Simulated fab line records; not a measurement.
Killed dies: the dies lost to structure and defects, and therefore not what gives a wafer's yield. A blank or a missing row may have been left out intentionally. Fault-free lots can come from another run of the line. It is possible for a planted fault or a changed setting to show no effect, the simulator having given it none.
fab line records ; flow n5_finfet
[record] lots = 13; wafers = 39; last_day = 17
route steps=1938 shown ZERO_LAYER@19 WELL_APT@29 PASSIVATION@1936
lots with no fault: from the same line, run without faults
start_h: hours from the record's first day to the start of the lot's first wafer shown ; wait_h: hours from the lot's prior step to this one ; " unchanged from the row above ; L1.1+2: several wafers, shown together as one row ; - either no value or no given start ; * or withheld: withheld ; < > ~ a bound
route shown NAME@n: NAME is a module with steps in the file, n the number in the route of the first one ; usual: the fault-free wafers' mean and standard deviation ; same: alike in all rows ; chamber/n: place in a boat ; sites: each site's reading ; _std_site: the values' standard deviation ; _edge_site: the outer-site mean with the inner-site mean subtracted ; radius_mm: how far each site lies from the wafer's centre ; mask NAME#n: copy n ; behind: the tool/chamber that last shaped the wafer ; hold: why the lot was held/for how many hours/how that ended ; device: the n, p or np transistor that did not switch ; end of line: tests of these same wafers at the route's end ; a step given without rows: its recipe and nothing more ; killed: not the wafer's yield, but the dies lost to structure and defects at the first sort ; map: shows each die of a wafer: x if killed, . if not, _ if none is there
set.NAME: the setting the step ran with; set.NAME@STEP: the setting that earlier step ran with ; model.NAME: the simulator's own value behind a step, which no gauge read
a sample of lots followed through the steps of the route, with each step as a table and each wafer as a row
services: a tool's chamber out of use, with start hour (start_h, from the record's first day; less than 0 if before it), hours out, and reason
[[steps]]
[step N5_ZERO_LAYER_INSPECT_20]
[recipe] inspect_instrument = darkfield; mode = post_clean
[usual] raw_defect_count = 38/20
lot.wafer;tool;chamber;start_h;wait_h;raw_defect_count
L626.2;defect_inspect-02;-;13.38;0.0;27
L626.3;defect_inspect-02;-;13.38;0.0;31
L626.6;defect_inspect-02;-;13.38;0.0;26
L627.1;defect_inspect-01;-;19.38;0.0;52
L627.4;defect_inspect-01;-;19.38;0.0;26
L627.6;defect_inspect-01;-;19.38;0.0;52
L629.2;defect_inspect-01;-;31.26;0.0;44
L629.3;defect_inspect-01;-;31.26;0.0;108
L629.4;defect_inspect-01;-;31.26;0.0;63
L630.2;defect_inspect-02;-;37.38;0.0;40
L630.3;defect_inspect-02;-;37.38;0.0;33
L630.6;defect_inspect-02;-;37.38;0.0;19
L631.1;defect_inspect-01;-;43.40;0.0;97
L631.4;defect_inspect-01;-;43.40;0.0;61
L631.6;defect_inspect-01;-;43.40;0.0;61
L632.1;defect_inspect-02;-;49.68;0.3;38
L632.4;defect_inspect-02;-;49.68;0.3;46
L632.5;defect_inspect-02;-;49.68;0.3;19
L634.1;defect_inspect-01;-;61.38;0.0;63
L634.2;defect_inspect-01;-;61.38;0.0;20
L634.5;defect_inspect-01;-;61.38;0.0;28
L635.3;defect_inspect-02;-;67.95;0.0;27
L635.4;defect_inspect-02;-;67.95;0.0;10
L635.6;defect_inspect-02;-;67.95;0.0;36
L637.3;defect_inspect-01;-;79.28;0.0;25
L637.4;defect_inspect-01;-;79.28;0.0;45
L637.5;defect_inspect-01;-;79.28;0.0;52
L645.1;defect_inspect-01;-;127.32;0.0;51
L645.3;defect_inspect-01;-;127.32;0.0;58
L645.5;defect_inspect-01;-;127.32;0.0;22
L647.3;defect_inspect-01;-;139.42;0.0;18
L647.4;defect_inspect-01;-;139.42;0.0;15
L647.6;defect_inspect-01;-;139.42;0.0;13
L648.2;defect_inspect-02;-;145.48;0.0;24
L648.4;defect_inspect-02;-;145.48;0.0;10
L648.6;defect_inspect-02;-;145.48;0.0;22
L649.3;defect_inspect-01;-;151.51;0.0;36
L649.5;defect_inspect-01;-;151.51;0.0;48
L649.6;defect_inspect-01;-;151.51;0.0;45
[step N5_WELL_APT_OVL_MEAS_09]
[recipe] points_per_wafer = 44
[usual] NWELL_OVL = 0/5.6
lot.wafer;tool;chamber;start_h;wait_h;NWELL_OVL[nm]
L626.2;overlay-02;0;13.71;0.0;1
L626.3;overlay-02;0;13.71;0.0;2
L626.6;overlay-02;0;13.71;0.0;-5
L627.1;overlay-01;0;19.71;0.0;1
L627.4;overlay-01;0;19.71;0.0;5
L627.6;overlay-01;0;19.71;0.0;-5
L629.2;overlay-01;0;31.59;0.0;2
L629.3;overlay-01;0;31.59;0.0;-5
L629.4;overlay-01;0;31.59;0.0;-3
L630.2;overlay-01;0;37.84;0.0;-1
L630.3;overlay-01;0;37.84;0.0;1
L630.6;overlay-01;0;37.84;0.0;-8
L631.1;overlay-02;0;43.73;0.0;-1
L631.4;overlay-02;0;43.73;0.0;-5
L631.6;overlay-02;0;43.73;0.0;-5
L632.1;overlay-01;0;50.01;0.0;3
L632.4;overlay-01;0;50.01;0.0;3
L632.5;overlay-01;0;50.01;0.0;-4
L634.1;overlay-01;0;61.87;0.1;-1
L634.2;overlay-01;0;61.87;0.1;-9
L634.5;overlay-01;0;61.87;0.1;1
L635.3;overlay-01;0;68.28;0.0;-6
L635.4;overlay-01;0;68.28;0.0;-7
L635.6;overlay-01;0;68.28;0.0;-6
L637.3;overlay-01;0;79.61;0.0;11
L637.4;overlay-01;0;79.61;0.0;6
L637.5;overlay-01;0;79.61;0.0;3
L645.1;overlay-02;0;127.65;0.0;-6
L645.3;overlay-02;0;127.65;0.0;-3
L645.5;overlay-02;0;127.65;0.0;-2
L647.3;overlay-02;0;139.88;0.0;8
L647.4;overlay-02;0;139.88;0.0;12
L647.6;overlay-02;0;139.88;0.0;15
L648.2;overlay-02;0;145.82;0.0;-4
L648.4;overlay-02;0;145.82;0.0;2
L648.6;overlay-02;0;145.82;0.0;-2
L649.3;overlay-02;0;151.85;0.0;-2
L649.5;overlay-02;0;151.85;0.0;0
L649.6;overlay-02;0;151.85;0.0;1
[step N5_WELL_APT_IMPLANT_15]
[recipe] species = As; energy_kev = 25; dose_cm2 = 1.5e+13; tilt_deg = 0; rotation_deg = 0
[usual] beam_on_s = 10.00/0.2; dose_ions_cm2 = 1.5001e+13/1.7e+10; end_station_pressure_torr = 5.21e-06/2.7e-07; faraday_current_uA = 190/3.7; tilt_deg = 0.004/0.023
lot.wafer;tool;chamber;start_h;wait_h;beam_on_s;dose_ions_cm2;end_station_pressure_torr;faraday_current_uA;tilt_deg
L626.2;implanter-01;0;14.08;0.1;9.75;1.5006e+13;5.42e-06;194;0.010
L626.3;implanter-01;0;14.08;0.1;10.19;1.5004e+13;5.2e-06;187;0.004
L626.6;implanter-01;0;14.08;0.1;10.11;1.5009e+13;5.51e-06;188;0.025
L627.1;implanter-02;0;20.36;0.1;10.15;1.4993e+13;5.35e-06;189;0.039
L627.4;implanter-02;0;20.36;0.1;10.06;1.5003e+13;4.9e-06;189;0.072
L627.6;implanter-02;0;20.36;0.1;10.22;1.5003e+13;5.09e-06;187;0.049
L629.2;implanter-02;0;34.65;2.8;10.30;1.4983e+13;4.95e-06;185;-0.027
L629.3;implanter-02;0;34.65;2.8;9.84;1.4992e+13;4.91e-06;194;-0.062
L629.4;implanter-02;0;34.65;2.8;10.03;1.5011e+13;5.13e-06;191;-0.030
L630.2;implanter-02;0;38.20;0.1;9.76;1.5013e+13;5.6e-06;194;-0.018
L630.3;implanter-02;0;38.20;0.1;9.97;1.4991e+13;5.53e-06;191;-0.028
L630.6;implanter-02;0;38.20;0.1;9.68;1.501e+13;5.71e-06;197;-0.024
L631.1;implanter-02;0;44.07;0.1;10.01;1.3289e+13;5.29e-06;169;0.008
L631.4;implanter-02;0;44.07;0.1;10.00;1.332e+13;4.92e-06;169;-0.025
L631.6;implanter-02;0;44.07;0.1;9.95;1.3291e+13;5.09e-06;170;-0.014
L632.1;implanter-02;0;51.29;0.1;10.15;1.3285e+13;5.26e-06;166;-0.019
L632.4;implanter-02;0;51.29;0.1;10.03;1.3283e+13;5.12e-06;167;0.031
L632.5;implanter-02;0;51.29;0.1;9.75;1.3292e+13;5.24e-06;172;0.029
L634.1;implanter-02;0;62.38;0.1;9.87;1.3309e+13;5.31e-06;171;0.028
L634.2;implanter-02;0;62.38;0.1;9.99;1.3276e+13;5.48e-06;169;0.012
L634.5;implanter-02;0;62.38;0.1;10.05;1.3284e+13;5.13e-06;167;0.026
L635.3;implanter-01;0;68.67;0.1;9.77;1.4987e+13;5.1e-06;194;-0.013
L635.4;implanter-01;0;68.67;0.1;9.93;1.4994e+13;5.25e-06;192;-0.011
L635.6;implanter-01;0;68.67;0.1;10.31;1.4991e+13;5.31e-06;184;-0.019
L637.3;implanter-01;0;80.01;0.1;10.06;1.4989e+13;5.18e-06;189;0.039
L637.4;implanter-01;0;80.01;0.1;10.20;1.5001e+13;5e-06;187;0.029
L637.5;implanter-01;0;80.01;0.1;10.14;1.5005e+13;4.78e-06;187;0.025
L645.1;implanter-01;0;127.99;0.1;9.97;1.4991e+13;4.65e-06;192;0.016
L645.3;implanter-01;0;127.99;0.1;10.25;1.4984e+13;5.03e-06;185;-0.007
L645.5;implanter-01;0;127.99;0.1;10.09;1.5025e+13;5.2e-06;188;-0.015
L647.3;implanter-01;0;140.27;0.1;9.95;1.5023e+13;5.25e-06;192;-0.005
L647.4;implanter-01;0;140.27;0.1;10.01;1.5018e+13;4.82e-06;191;-0.014
L647.6;implanter-01;0;140.27;0.1;9.76;1.5024e+13;5.11e-06;194;0.020
L648.2;implanter-01;0;146.18;0.1;10.45;1.4983e+13;4.91e-06;183;0.039
L648.4;implanter-01;0;146.18;0.1;10.13;1.4984e+13;5.16e-06;188;0.010
L648.6;implanter-01;0;146.18;0.1;10.14;1.499e+13;5.35e-06;187;0.030
L649.3;implanter-01;0;152.24;0.1;10.22;1.4994e+13;4.93e-06;186;-0.041
L649.5;implanter-01;0;152.24;0.1;9.93;1.499e+13;4.72e-06;192;0.001
L649.6;implanter-01;0;152.24;0.1;10.07;1.4999e+13;5.54e-06;190;0.008
[step N5_WELL_APT_OVL_MEAS_26]
[recipe] points_per_wafer = 44
[usual] PWELL_OVL = -2/5
lot.wafer;tool;chamber;start_h;wait_h;PWELL_OVL[nm]
L626.2;overlay-02;0;14.96;0.0;5
L626.3;overlay-02;0;14.96;0.0;8
L626.6;overlay-02;0;14.96;0.0;13
L627.1;overlay-01;0;21.27;0.0;-3
L627.4;overlay-01;0;21.27;0.0;-7
L627.6;overlay-01;0;21.27;0.0;-4
L629.2;overlay-02;0;35.55;0.0;-5
L629.3;overlay-02;0;35.55;0.0;-3
L629.4;overlay-02;0;35.55;0.0;-6
L630.2;overlay-01;0;38.96;0.0;5
L630.3;overlay-01;0;38.96;0.0;-4
L630.6;overlay-01;0;38.96;0.0;-1
L631.1;overlay-02;0;44.99;0.0;4
L631.4;overlay-02;0;44.99;0.0;10
L631.6;overlay-02;0;44.99;0.0;0
L632.1;overlay-02;0;52.09;0.0;-5
L632.4;overlay-02;0;52.09;0.0;-3
L632.5;overlay-02;0;52.09;0.0;-3
L634.1;overlay-01;0;63.29;0.0;9
L634.2;overlay-01;0;63.29;0.0;8
L634.5;overlay-01;0;63.29;0.0;3
L635.3;overlay-01;0;69.43;0.0;-7
L635.4;overlay-01;0;69.43;0.0;-1
L635.6;overlay-01;0;69.43;0.0;-6
L637.3;overlay-02;0;80.73;0.0;1
L637.4;overlay-02;0;80.73;0.0;2
L637.5;overlay-02;0;80.73;0.0;-5
L645.1;overlay-01;0;128.90;0.0;7
L645.3;overlay-01;0;128.90;0.0;-1
L645.5;overlay-01;0;128.90;0.0;3
L647.3;overlay-01;0;141.02;0.0;-9
L647.4;overlay-01;0;141.02;0.0;-3
L647.6;overlay-01;0;141.02;0.0;-5
L648.2;overlay-01;0;146.96;0.0;-5
L648.4;overlay-01;0;146.96;0.0;-1
L648.6;overlay-01;0;146.96;0.0;-1
L649.3;overlay-01;0;152.97;0.0;0
L649.5;overlay-01;0;152.97;0.0;-7
L649.6;overlay-01;0;152.97;0.0;-5
[step N5_PASSIVATION_PROBE_49]
[usual] defect_limited_yield = 91.2/1.6; killed_at_M0_to_M3 = 31/10; killed_at_M4_up = 14/4.4; killed_at_contacts = 13/6; killed_at_front_end = 43/13; killed_at_other = 3.5/2.6; killed_dies = 104/18; killed_open = 68/14; killed_short = 34/8.1; sort_bin_4_leakage = 0.01/0.073; sort_bin_5_function = 5.1/1.1; sort_bin_6_memory = 3.3/0.68; sort_n_pass = 1076/18; sort_yield_pct = 91.2/1.6
[same] gross_dies = 1180; killed_at_back_side = 0; sort_bin_8_speed[%] = 0
lot.wafer;tool;chamber;start_h;wait_h;defect_limited_yield[%];killed_at_M0_to_M3;killed_at_M4_up;killed_at_contacts;killed_at_front_end;killed_at_other;killed_dies;killed_open;killed_short;sort_bin_4_leakage[%];sort_bin_5_function[%];sort_bin_6_memory[%];sort_n_pass;sort_yield_pct[%]
L630.2;prober-01;-;289.07;0.1;91.0;24;23;15;42;2;106;66;40;0;5.5;3.1;1074;91.0
L630.3;prober-01;-;289.12;0.1;89.7;32;21;18;50;1;122;73;49;0;6.0;3.9;1058;89.7
L630.6;prober-01;-;289.27;0.3;89.9;36;13;13;55;2;119;71;47;0;5.7;3.9;1061;89.9
L629.2;prober-02;-;292.30;0.1;95.0;18;7;6;27;1;59;41;17;0;2.6;2.3;1121;95.0
L629.3;prober-02;-;292.35;0.1;93.2;28;9;12;26;5;80;51;29;0.08;3.6;3.1;1099;93.1
L629.4;prober-02;-;292.40;0.2;93.6;29;10;9;23;4;75;45;29;0;3.9;2.1;1105;93.6
L634.1;prober-02;-;317.44;0.0;92.5;20;17;8;37;6;88;59;26;0;4.5;3.0;1092;92.5
L634.2;prober-02;-;317.49;0.1;90.7;17;19;14;55;5;110;67;43;0;5.3;3.5;1070;90.7
L634.5;prober-02;-;317.64;0.2;91.4;25;16;22;36;3;102;71;30;0;4.8;3.6;1078;91.4
L635.3;prober-01;-;331.59;0.1;91.0;20;16;13;51;6;106;71;34;0;5.2;3.2;1074;91.0
L635.4;prober-01;-;331.64;0.2;94.7;24;6;4;24;4;62;37;25;0;1.9;3.1;1118;94.7
L635.6;prober-01;-;331.74;0.3;89.2;41;13;6;63;5;128;77;46;0;6.1;3.7;1052;89.2
L637.3;prober-01;-;345.02;0.1;90.6;36;18;13;35;9;111;73;38;0;5.6;3.4;1069;90.6
L637.4;prober-01;-;345.07;0.2;91.9;21;17;14;39;4;95;58;37;0;4.2;3.6;1085;91.9
L637.5;prober-01;-;345.12;0.2;90.4;37;18;13;42;3;113;81;32;0;5.4;4.0;1067;90.4
L647.3;prober-02;-;411.88;0.1;93.2;16;17;6;41;0;80;58;22;0;4.5;2.1;1100;93.2
L647.4;prober-02;-;411.93;0.2;93.4;15;15;8;39;1;78;50;28;0;3.3;3.1;1102;93.4
L647.6;prober-02;-;412.03;0.3;93.1;22;10;12;35;2;81;49;32;0;3.2;3.4;1099;93.1
// killed by level:class
L630.2 MOL_CONTACT_COAG:geometric_particle:open=10 FIN_SAQP:geometric_particle:open=8 STI_FIN_REVEAL:geometric_particle:open=7 BEOL_M1:geometric_particle:open=7 BEOL_M4:geometric_particle:open=6 STI_FIN_REVEAL:geometric_particle:short=5 MOL_CONTACT_COAG:geometric_particle:short=5 BEOL_M0_SAQP:geometric_particle:short=5
L630.3 MOL_CONTACT_COAG:geometric_particle:open=16 FIN_SAQP:geometric_particle:short=13 BEOL_M0_SAQP:geometric_particle:short=11 FIN_SAQP:geometric_particle:open=9 STI_FIN_REVEAL:geometric_particle:open=9 BEOL_M0_SAQP:geometric_particle:open=8 BEOL_M1:geometric_particle:open=6 BEOL_M4:geometric_particle:open=6
L630.6 STI_FIN_REVEAL:geometric_particle:open=14 FIN_SAQP:geometric_particle:open=11 FIN_SAQP:geometric_particle:short=11 BEOL_M0_SAQP:geometric_particle:short=10 MOL_CONTACT_COAG:geometric_particle:open=9 BEOL_M2:geometric_particle:open=7 BEOL_M0_SAQP:geometric_particle:open=5 BEOL_M1:geometric_particle:open=5
L629.2 DUMMY_GATE:geometric_particle:open=9 BEOL_M0_SAQP:geometric_particle:open=6 MOL_CONTACT_COAG:geometric_particle:open=5 BEOL_M3:geometric_particle:open=5 FIN_SAQP:geometric_particle:open=4 BEOL_M0_SAQP:geometric_particle:short=3 BEOL_M5:geometric_particle:open=3 FIN_SAQP:geometric_particle:short=2
L629.3 MOL_CONTACT_COAG:geometric_particle:open=11 BEOL_M3:geometric_particle:open=8 BEOL_M0_SAQP:geometric_particle:short=6 FIN_SAQP:geometric_particle:open=4 FIN_SAQP:geometric_particle:short=4 STARTING-WAFER:geometric_particle:open=4 GATE_CUT:geometric_particle:short=4 BEOL_M2:geometric_particle:open=4
L629.4 BEOL_M0_SAQP:geometric_particle:short=11 MOL_CONTACT_COAG:geometric_particle:open=8 DUMMY_GATE:geometric_particle:open=6 BEOL_M5:geometric_particle:open=6 BEOL_M0:geometric_particle:open=5 FIN_SAQP:geometric_particle:short=4 STI_FIN_REVEAL:geometric_particle:open=4 BEOL_M2:geometric_particle:open=4
L634.1 MOL_CONTACT_COAG:geometric_particle:open=8 STI_FIN_REVEAL:geometric_particle:open=6 FIN_SAQP:geometric_particle:short=5 DUMMY_GATE:geometric_particle:open=4 BEOL_M1:geometric_particle:open=4 BEOL_M2:geometric_particle:open=4 BEOL_M4:geometric_particle:open=4 BEOL_M5:geometric_particle:open=4
L634.2 FIN_SAQP:geometric_particle:short=13 MOL_CONTACT_COAG:geometric_particle:open=12 BEOL_M4:geometric_particle:open=12 FIN_SAQP:geometric_particle:open=9 GATE_CUT:geometric_particle:short=5 STI_FIN_REVEAL:geometric_particle:open=4 BEOL_M0_SAQP:geometric_particle:short=4 DUMMY_GATE:geometric_particle:open=3
L634.5 MOL_CONTACT_COAG:geometric_particle:open=17 STI_FIN_REVEAL:geometric_particle:open=15 BEOL_M2:geometric_particle:open=11 FIN_SAQP:geometric_particle:short=8 BEOL_M4:geometric_particle:open=8 FIN_SAQP:geometric_particle:open=7 MOL_CONTACT_COAG:geometric_particle:short=5 BEOL_M0_SAQP:geometric_particle:short=4
L635.3 MOL_CONTACT_COAG:geometric_particle:open=12 FIN_SAQP:geometric_particle:open=9 GATE_CUT:geometric_particle:open=9 BEOL_M4:geometric_particle:open=9 FIN_SAQP:geometric_particle:short=7 DUMMY_GATE:geometric_particle:open=6 GATE_CUT:geometric_particle:short=6 BEOL_M0_SAQP:geometric_particle:open=5
L635.4 BEOL_M2:geometric_particle:open=6 FIN_SAQP:geometric_particle:open=5 BEOL_M1:geometric_particle:open=5 BEOL_M1:geometric_particle:short=5 FIN_SAQP:geometric_particle:short=3 STI_FIN_REVEAL:geometric_particle:open=3 GATE_CUT:geometric_particle:short=3 MOL_CONTACT_COAG:geometric_particle:open=3
L635.6 FIN_SAQP:geometric_particle:short=17 FIN_SAQP:geometric_particle:open=16 BEOL_M0_SAQP:geometric_particle:open=16 BEOL_M0_SAQP:geometric_particle:short=14 GATE_CUT:geometric_particle:open=6 BEOL_M4:geometric_particle:open=5 HKMG_FIN:area_etch=5 STARTING-WAFER:geometric_particle:open=4
L637.3 MOL_CONTACT_COAG:geometric_particle:open=11 BEOL_M4:geometric_particle:open=10 BEOL_M2:geometric_particle:open=10 FIN_SAQP:geometric_particle:short=7 FIN_SAQP:geometric_particle:open=6 STI_FIN_REVEAL:geometric_particle:open=6 BEOL_M1:geometric_particle:open=6 PASS1_CAP:geometric_particle:short=5
L637.4 BEOL_M4:geometric_particle:open=11 MOL_CONTACT_COAG:geometric_particle:open=10 FIN_SAQP:geometric_particle:short=9 BEOL_M2:geometric_particle:short=8 FIN_SAQP:geometric_particle:open=6 STARTING-WAFER:geometric_particle:short=6 STI_FIN_REVEAL:geometric_particle:open=5 MOL_CONTACT_COAG:geometric_particle:short=4
L637.5 MOL_CONTACT_COAG:geometric_particle:open=13 FIN_SAQP:geometric_particle:short=12 FIN_SAQP:geometric_particle:open=11 BEOL_M1:geometric_particle:open=11 BEOL_M4:geometric_particle:open=9 STI_FIN_REVEAL:geometric_particle:open=6 BEOL_M0_SAQP:geometric_particle:open=6 BEOL_M2:geometric_particle:open=5
L647.3 FIN_SAQP:geometric_particle:open=10 BEOL_M4:geometric_particle:open=7 FIN_SAQP:geometric_particle:short=6 MOL_CONTACT_COAG:geometric_particle:open=5 STI_FIN_REVEAL:geometric_particle:open=5 DUMMY_GATE:geometric_particle:open=5 BEOL_M3:geometric_particle:open=5 BEOL_M0_SAQP:geometric_particle:open=4
L647.4 FIN_SAQP:geometric_particle:short=8 STI_FIN_REVEAL:geometric_particle:open=8 DUMMY_GATE:geometric_particle:open=7 GATE_CUT:geometric_particle:short=7 MOL_CONTACT_COAG:geometric_particle:open=6 BEOL_M3:geometric_particle:open=5 BEOL_M4:geometric_particle:open=5 BEOL_M1:geometric_particle:open=4
L647.6 DUMMY_GATE:geometric_particle:open=9 BEOL_M0_SAQP:geometric_particle:short=8 FIN_SAQP:geometric_particle:open=7 MOL_CONTACT_COAG:geometric_particle:open=7 FIN_SAQP:geometric_particle:short=6 BEOL_M0_SAQP:geometric_particle:open=6 MOL_CONTACT_COAG:geometric_particle:short=5 STI_FIN_REVEAL:geometric_particle:open=4
[[services]]
tool;chamber;start_h;hours;kind
implanter-01;-;50.08;3.8;repair
implanter-01;-;82.77;6.2;repair
implanter-01;-;88.99;23.0;pm
implanter-02;-;112.00;9.0;pm
[[key]]
[first_sign] step = N5_WELL_APT_IMPLANT_15; reading = dose_ions_cm2; direction = down; sigmas = 99+; usual = 1.5001e+13; struck = 1.3292e+13
[effect] step = N5_WELL_APT_IMPLANT_15; reading = faraday_current_uA; direction = down; sigmas = 5.8; usual = 190; struck = 169
met_at N5_WELL_APT_IMPLANT_15
struck_lots L631,L632,L634
rows_end L631.1,L631.4,L631.6,L632.1,L632.4,L632.5
not_acting_at N5_ZERO_LAYER_INSPECT_20,N5_WELL_APT_OVL_MEAS_09,N5_WELL_APT_OVL_MEAS_26
onset_between 38.20 44.07
[fault] kind = process_parameter_drift; tool = implanter-02; chamber = -; onset_h = 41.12; steps = N5_WELL_APT_IMPLANT_15; channel = dose_cm2; offset = -1.703e+12; shape = step; acts_in = these_recipes_only; stated = 1.5e+13
// rows_end: these wafers met a further fault down the route, and their rows from its step on are left out
